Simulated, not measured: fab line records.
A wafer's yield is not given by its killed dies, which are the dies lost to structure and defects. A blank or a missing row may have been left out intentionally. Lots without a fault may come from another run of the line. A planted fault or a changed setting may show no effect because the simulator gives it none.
The tool behind it: which one? -- flow n5_finfet -- Sampling: 22 lots, 66 wafers, 6 of 1938 route steps

## WHAT THE GAUGES READ, wafer by wafer
Not one reading of a measure or inspect step in the record can be checked against a usual standard deviation.

## WHICH TOOL RAN EACH LOT (tool, then ch and the chambers of the sampled wafers, then the start)
lot,N5_HKMG_FIN_STRIP_60,N5_HKMG_FIN_CVD_62,N5_GATE_CUT_ETCH_56,N5_GATE_CUT_ETCHBACK_30,N5_GATE_CUT_ETCH_28,N5_GATE_CUT_ETCH_36
L074,"plasma_asher-02 ch 0,1, day 4 05:20","thermal_cvd_si-01 ch 1,2, day 4 06:11","rie_metal-02 ch 0,1, day 4 12:47","rie_metal-02 ch 0,1, day 4 12:53","rie_diel-02 ch 1,3, day 4 16:31","rie_diel-02 ch 1,3, day 4 16:32"
L075,"plasma_asher-02 ch 0,1, day 4 12:46","thermal_cvd_si-02 ch 0,1, day 4 13:37","rie_metal-03 ch 0,1, day 4 19:47","rie_metal-03 ch 0,1, day 4 19:52","rie_diel-03 ch 0,3, day 4 23:22","rie_diel-03 ch 0,3, day 4 23:23"
L076,"plasma_asher-02 ch 0,1, day 4 14:55","thermal_cvd_si-01 ch 0,1,2, day 4 15:46","rie_metal-01 ch 0,1, day 4 21:56","rie_metal-01 ch 0,1, day 4 22:02","rie_diel-03 ch 1,2,3, day 5 14:52","rie_diel-03 ch 1,2,3, day 5 14:53"
L077,"plasma_asher-02 ch 0,1, day 5 04:13","thermal_cvd_si-02 ch 0,1,2, day 5 05:04","rie_metal-03 ch 0,1, day 5 11:22","rie_metal-03 ch 0,1, day 5 11:27","rie_diel-03 ch 0,1,3, day 5 15:23","rie_diel-03 ch 0,1,3, day 5 15:25"
L078,"plasma_asher-01 ch 0,1, day 5 08:23","thermal_cvd_si-01 ch 1,2, day 5 09:14","rie_metal-03 ch 0,1, day 5 15:44","rie_metal-03 ch 0,1, day 5 15:49","rie_diel-03 ch 1,2, day 5 20:24","rie_diel-03 ch 1,2, day 5 20:25"
L079,"plasma_asher-01 ch 0,1, day 5 14:21","thermal_cvd_si-02 ch 0,1,2, day 5 15:18","rie_metal-01 ch 0,1, day 5 22:17","rie_metal-01 ch 0,1, day 5 22:23","rie_diel-04 ch 0,1,3, day 6 01:52","rie_diel-04 ch 0,1,3, day 6 01:53"
L080,"plasma_asher-02 ch 0,1, day 5 16:20","thermal_cvd_si-01 ch 0,1, day 5 17:11","rie_metal-03 ch 0,1, day 5 23:40","rie_metal-03 ch 0,1, day 5 23:46","rie_diel-03 ch 0,1,2, day 6 03:16","rie_diel-03 ch 0,1,2, day 6 03:17"
L081,"plasma_asher-02 ch 0,1, day 5 20:59","thermal_cvd_si-02 ch 0,2, day 5 21:50","rie_metal-01 ch 0, day 6 04:12","rie_metal-01 ch 0, day 6 04:17","rie_diel-04 ch 0,1,3, day 6 08:08","rie_diel-04 ch 0,1,3, day 6 08:09"
L082,"plasma_asher-02 ch 0, day 6 04:11","thermal_cvd_si-01 ch 1,2, day 6 05:03","rie_metal-02 ch 0, day 6 11:27","rie_metal-02 ch 0, day 6 11:37","rie_diel-04 ch 2,3, day 6 15:09","rie_diel-04 ch 2,3, day 6 15:10"
L084,"plasma_asher-01 ch 0,1, day 6 13:06","thermal_cvd_si-01 ch 0,1, day 6 13:57","rie_metal-03 ch 0,1, day 6 20:40","rie_metal-03 ch 0,1, day 6 20:45","rie_diel-04 ch 0,1,2, day 7 01:16","rie_diel-04 ch 0,1,2, day 7 01:17"
L085,"plasma_asher-02 ch 0,1, day 6 21:37","thermal_cvd_si-02 ch 0,1,2, day 6 22:28","rie_metal-01 ch 0,1, day 7 05:22","rie_metal-01 ch 0,1, day 7 05:27","rie_diel-03 ch 0,1, day 7 09:27","rie_diel-03 ch 0,1, day 7 09:28"
L086,"plasma_asher-01 ch 0,1, day 7 01:50","thermal_cvd_si-01 ch 0,1,2, day 7 02:41","rie_metal-02 ch 0,1, day 7 09:23","rie_metal-02 ch 0,1, day 7 09:28","rie_diel-03 ch 0,2,3, day 7 13:26","rie_diel-03 ch 0,2,3, day 7 13:27"
L087,"plasma_asher-02 ch 0,1, day 7 07:11","thermal_cvd_si-02 ch 0,1,2, day 7 08:02","rie_metal-03 ch 0, day 7 14:34","rie_metal-03 ch 0, day 7 14:43","rie_diel-02 ch 0,1,3, day 7 18:29","rie_diel-02 ch 0,1,3, day 7 18:31"
L088,"plasma_asher-01 ch 0,1, day 7 12:12","thermal_cvd_si-01 ch 1,2, day 7 13:03","rie_metal-02 ch 0,1, day 7 19:29","rie_metal-02 ch 0,1, day 7 19:34","rie_diel-04 ch 1,2, day 7 23:13","rie_diel-04 ch 1,2, day 7 23:14"
L090,"plasma_asher-02 ch 0,1, day 8 08:41","thermal_cvd_si-01 ch 1,2, day 8 09:32","rie_metal-02 ch 0,1, day 8 15:50","rie_metal-02 ch 0,1, day 8 15:56","rie_diel-03 ch 1,2,3, day 8 19:34","rie_diel-03 ch 1,2,3, day 8 19:35"
L091,"plasma_asher-02 ch 0,1, day 8 09:51","thermal_cvd_si-02 ch 0,1,2, day 8 10:38","rie_metal-01 ch 0,1, day 8 17:09","rie_metal-01 ch 0,1, day 8 17:13","rie_diel-03 ch 0,3, day 8 21:53","rie_diel-03 ch 0,3, day 8 21:55"
L092,"plasma_asher-02 ch 0,1, day 8 17:49","thermal_cvd_si-01 ch 0,1, day 8 18:41","rie_metal-03 ch 0,1, day 9 01:05","rie_metal-03 ch 0,1, day 9 01:11","rie_diel-04 ch 1,2, day 9 04:55","rie_diel-04 ch 1,2, day 9 04:56"
L093,"plasma_asher-01 ch 0,1, day 8 21:49","thermal_cvd_si-02 ch 0,2, day 8 22:41","rie_metal-01 ch 0,1, day 9 05:47","rie_metal-01 ch 0,1, day 9 05:52","rie_diel-03 ch 1,2,3, day 9 09:44","rie_diel-03 ch 1,2,3, day 9 09:46"
L095,"plasma_asher-02 ch 0,1, day 9 07:45","thermal_cvd_si-01 ch 0,2, day 9 08:36","rie_metal-03 ch 1, day 9 14:47","rie_metal-03 ch 1, day 9 14:53","rie_diel-03 ch 0,2, day 9 18:29","rie_diel-03 ch 0,2, day 9 18:31"
L094,"plasma_asher-02 ch 0,1, day 9 08:21","thermal_cvd_si-02 ch 0,1, day 9 09:16","rie_metal-01 ch 0, day 9 15:56","rie_metal-01 ch 0, day 9 16:01","rie_diel-04 ch 1,2, day 9 20:38","rie_diel-04 ch 1,2, day 9 20:39"
L096,"plasma_asher-02 ch 1, day 9 15:05","thermal_cvd_si-01 ch 0,2, day 9 15:56","rie_metal-01 ch 0,1, day 9 22:14","rie_metal-01 ch 0,1, day 9 22:20","rie_diel-03 ch 0,1, day 10 02:09","rie_diel-03 ch 0,1, day 10 02:10"
L097,"plasma_asher-01 ch 0,1, day 9 19:47","thermal_cvd_si-02 ch 0,1, day 9 20:38","rie_metal-03 ch 0,1, day 10 03:07","rie_metal-03 ch 0,1, day 10 03:13","rie_diel-02 ch 1,2, day 10 06:59","rie_diel-02 ch 1,2, day 10 07:01"
- N5_HKMG_FIN_STRIP_60: strips in N2/H2, time 360 s.
- N5_HKMG_FIN_CVD_62: deposits a-Si from Si2H6, target thk 3 nm, time 20.8 s.
- N5_GATE_CUT_ETCH_56: etches TiN in Cl2/Ar, target depth 21.6 nm.
- N5_GATE_CUT_ETCHBACK_30: etches TiN in Cl2/Ar, target depth 3 nm.
- N5_GATE_CUT_ETCH_28: etches underlayer in N2/H2, target depth 13 nm, time 10.4 s.
- N5_GATE_CUT_ETCH_36: etches SiARC in CF4, target depth 13 nm, time 21.7 s.

## WHAT THE TOOLS THEMSELVES READ (means of the sampled wafers that have a number; where no wafer has one, the mark that the record gives instead)
N5_HKMG_FIN_STRIP_60.
lot,tool,drypump_motor_current_A (A),h2_flow_sccm (sccm),heater_power_w (W)
L074,plasma_asher-02,5.58,3241,441
L075,plasma_asher-02,5.56,3236,446
L076,plasma_asher-02,5.57,3259,446
L077,plasma_asher-02,5.57,3253,447
L078,plasma_asher-01,5.47,3243,542
L079,plasma_asher-01,5.71,3240,501
L080,plasma_asher-02,5.73,3246,466
L081,plasma_asher-02,5.71,3256,463
L082,plasma_asher-02,5.42,3252,431
L084,plasma_asher-01,5.48,3260,537
L085,plasma_asher-02,5.58,3250,449
L086,plasma_asher-01,5.46,3251,541
L087,plasma_asher-02,5.57,3255,450
L088,plasma_asher-01,5.72,3245,513
L090,plasma_asher-02,5.72,3247,468
L091,plasma_asher-02,5.58,3255,451
L092,plasma_asher-02,5.71,3248,475
L093,plasma_asher-01,5.46,3235,542
L095,plasma_asher-02,5.56,3251,448
L094,plasma_asher-02,5.73,3250,465
L096,plasma_asher-02,5.87,3255,484
L097,plasma_asher-01,5.47,3250,544

N5_HKMG_FIN_CVD_62.
lot,tool,heater_power_w (W)
L074,thermal_cvd_si-01,1339
L075,thermal_cvd_si-02,1485
L076,thermal_cvd_si-01,1355
L077,thermal_cvd_si-02,1447
L078,thermal_cvd_si-01,1355
L079,thermal_cvd_si-02,1418
L080,thermal_cvd_si-01,1332
L081,thermal_cvd_si-02,1405
L082,thermal_cvd_si-01,1336
L084,thermal_cvd_si-01,1351
L085,thermal_cvd_si-02,1449
L086,thermal_cvd_si-01,1358
L087,thermal_cvd_si-02,1443
L088,thermal_cvd_si-01,1348
L090,thermal_cvd_si-01,1325
L091,thermal_cvd_si-02,1433
L092,thermal_cvd_si-01,1367
L093,thermal_cvd_si-02,1439
L095,thermal_cvd_si-01,1330
L094,thermal_cvd_si-02,1469
L096,thermal_cvd_si-01,1363
L097,thermal_cvd_si-02,1468

N5_GATE_CUT_ETCH_56.
lot,tool,drypump_motor_current_A (A),oes_product_au (a.u.),throttle_valve_pct (%)
L074,rie_metal-02,5.4,0.79,20.6
L075,rie_metal-03,5.2,0.70,21.1
L076,rie_metal-01,5.6,0.73,20.8
L077,rie_metal-03,5.1,0.65,21.2
L078,rie_metal-03,5.2,0.70,21.1
L079,rie_metal-01,5.6,0.73,20.8
L080,rie_metal-03,5.2,0.70,21.1
L081,rie_metal-01,5.8,0.66,20.9
L082,rie_metal-02,5.6,0.89,20.2
L084,rie_metal-03,5.1,0.64,21.3
L085,rie_metal-01,5.6,0.73,20.8
L086,rie_metal-02,5.4,0.92,20.5
L087,rie_metal-03,5.4,0.73,21.0
L088,rie_metal-02,5.4,0.91,20.5
L090,rie_metal-02,5.2,0.94,20.8
L091,rie_metal-01,5.6,0.72,20.8
L092,rie_metal-03,5.1,0.88,21.1
L093,rie_metal-01,5.6,0.71,20.8
L095,rie_metal-03,4.9,0.95,21.2
L094,rie_metal-01,5.9,0.65,20.9
L096,rie_metal-01,5.6,0.71,20.8
L097,rie_metal-03,5.2,0.80,21.1

N5_GATE_CUT_ETCHBACK_30.
lot,tool,drypump_motor_current_A (A),oes_product_au (a.u.),throttle_valve_pct (%)
L074,rie_metal-02,5.4,0.79,20.6
L075,rie_metal-03,5.2,0.70,21.1
L076,rie_metal-01,5.6,0.74,20.8
L077,rie_metal-03,5.1,0.65,21.2
L078,rie_metal-03,5.2,0.70,21.1
L079,rie_metal-01,5.6,0.73,20.8
L080,rie_metal-03,5.2,0.69,21.1
L081,rie_metal-01,5.9,0.65,20.9
L082,rie_metal-02,5.6,0.89,20.2
L084,rie_metal-03,5.1,0.64,21.3
L085,rie_metal-01,5.7,0.73,20.8
L086,rie_metal-02,5.4,0.92,20.5
L087,rie_metal-03,5.4,0.74,21.0
L088,rie_metal-02,5.4,0.91,20.5
L090,rie_metal-02,5.2,0.94,20.8
L091,rie_metal-01,5.6,0.72,20.8
L092,rie_metal-03,5.1,0.88,21.1
L093,rie_metal-01,5.6,0.72,20.8
L095,rie_metal-03,4.9,0.95,21.2
L094,rie_metal-01,5.8,0.64,20.9
L096,rie_metal-01,5.6,0.71,20.8
L097,rie_metal-03,5.2,0.79,21.1

N5_GATE_CUT_ETCH_28.
lot,tool,drypump_motor_current_A (A),etch_rf_on_time_s (s),h2_flow_sccm (sccm),oes_product_au (a.u.),rf_vpp_V (V),showerhead_plenum_p_Torr (Torr),throttle_valve_pct (%)
L074,rie_diel-02,5.8,10.14,199.5,0.81,526.1,2.64,17.51
L075,rie_diel-03,5.7,10.60,200.4,0.76,528.4,2.66,17.63
L076,rie_diel-03,5.5,10.57,199.5,0.71,523.3,2.57,17.74
L077,rie_diel-03,5.8,10.61,200.2,0.71,525.1,2.56,17.78
L078,rie_diel-03,5.7,10.61,200.8,0.67,521.9,2.47,17.86
L079,rie_diel-04,5.9,10.51,199.6,0.63,525.0,2.60,17.78
L080,rie_diel-03,5.6,10.59,199.7,0.66,523.1,2.51,17.87
L081,rie_diel-04,5.9,10.51,199.7,0.62,525.8,2.60,17.78
L082,rie_diel-04,5.7,10.18,200.1,0.62,526.3,2.63,17.86
L084,rie_diel-04,5.9,10.53,200.1,0.62,526.2,2.60,17.87
L085,rie_diel-03,5.9,10.71,200.2,0.65,523.8,2.51,17.90
L086,rie_diel-03,5.5,10.56,200.0,0.71,525.5,2.60,17.76
L087,rie_diel-02,5.7,10.23,199.6,0.71,525.6,2.61,17.80
L088,rie_diel-04,6.1,10.56,200.2,0.63,526.5,2.64,17.73
L090,rie_diel-03,5.6,10.53,200.6,0.69,524.8,2.56,17.78
L091,rie_diel-03,5.8,10.50,200.3,0.71,527.3,2.65,17.71
L092,rie_diel-04,6.1,10.51,200.2,0.62,526.8,2.64,17.76
L093,rie_diel-03,5.5,10.63,200.6,0.68,523.7,2.55,17.79
L095,rie_diel-03,5.6,10.65,200.0,0.64,524.0,2.54,17.90
L094,rie_diel-04,6.1,10.40,199.4,0.62,526.9,2.63,17.75
L096,rie_diel-03,5.9,10.75,200.0,0.63,522.1,2.50,17.95
L097,rie_diel-02,5.8,10.28,199.9,0.72,525.4,2.58,17.54

N5_GATE_CUT_ETCH_36.
lot,tool,drypump_motor_current_A (A),etch_rf_on_time_s (s),oes_product_au (a.u.),rf_vpp_V (V),showerhead_plenum_p_Torr (Torr),throttle_valve_pct (%)
L074,rie_diel-02,5.8,21.1,0.80,185.0,2.20,15.24
L075,rie_diel-03,5.7,22.0,0.76,184.9,2.24,15.36
L076,rie_diel-03,5.5,21.9,0.72,184.4,2.17,15.55
L077,rie_diel-03,5.9,21.8,0.70,184.9,2.16,15.54
L078,rie_diel-03,5.7,22.1,0.67,182.9,2.09,15.72
L079,rie_diel-04,5.9,21.5,0.63,184.1,2.18,15.56
L080,rie_diel-03,5.6,22.1,0.66,184.1,2.12,15.69
L081,rie_diel-04,5.9,22.2,0.62,183.7,2.18,15.57
L082,rie_diel-04,5.7,21.1,0.62,184.8,2.20,15.60
L084,rie_diel-04,5.9,22.1,0.63,184.9,2.19,15.74
L085,rie_diel-03,5.9,22.2,0.65,183.7,2.11,15.67
L086,rie_diel-03,5.5,22.0,0.71,184.3,2.19,15.54
L087,rie_diel-02,5.7,21.4,0.71,184.7,2.18,15.52
L088,rie_diel-04,6.1,22.0,0.63,184.3,2.22,15.56
L090,rie_diel-03,5.5,21.9,0.69,184.8,2.16,15.60
L091,rie_diel-03,5.7,21.7,0.73,185.1,2.23,15.43
L092,rie_diel-04,6.1,22.0,0.62,185.0,2.21,15.58
L093,rie_diel-03,5.5,22.1,0.69,184.1,2.16,15.62
L095,rie_diel-03,5.6,22.3,0.65,184.4,2.14,15.69
L094,rie_diel-04,6.1,22.1,0.62,184.1,2.21,15.60
L096,rie_diel-03,5.9,22.4,0.63,184.3,2.11,15.73
L097,rie_diel-02,5.8,21.5,0.72,185.0,2.17,15.20

## THE ANSWER, worked out from the rows above alone
Rule: what is usual is taken from the lots themselves. Put in order of their means at a reading, lots are off if they are a third of the lots or fewer, leave a main group of 4 or more, and stand apart from it by a gap of 3 or more times the standard deviation of the main group's means; of several such gaps the widest counts. A main group is skipped when, at the precision printed for the reading in the tables above, its means are all equal. Also off: a lot with no number at a reading for which 4 or more lots have one. All remaining lots with rows at the step are treated as sound. First the gauges in route order, then the tools' own readings, where a lot's mean is used as printed above. At the first step where some lot is off, the reading lying furthest off is the one used; lots without a number count as furthest.
None of the lots is off at any reading shown; this tells nothing.

## WHAT HAD BEEN PUT IN BY THE SIMULATOR
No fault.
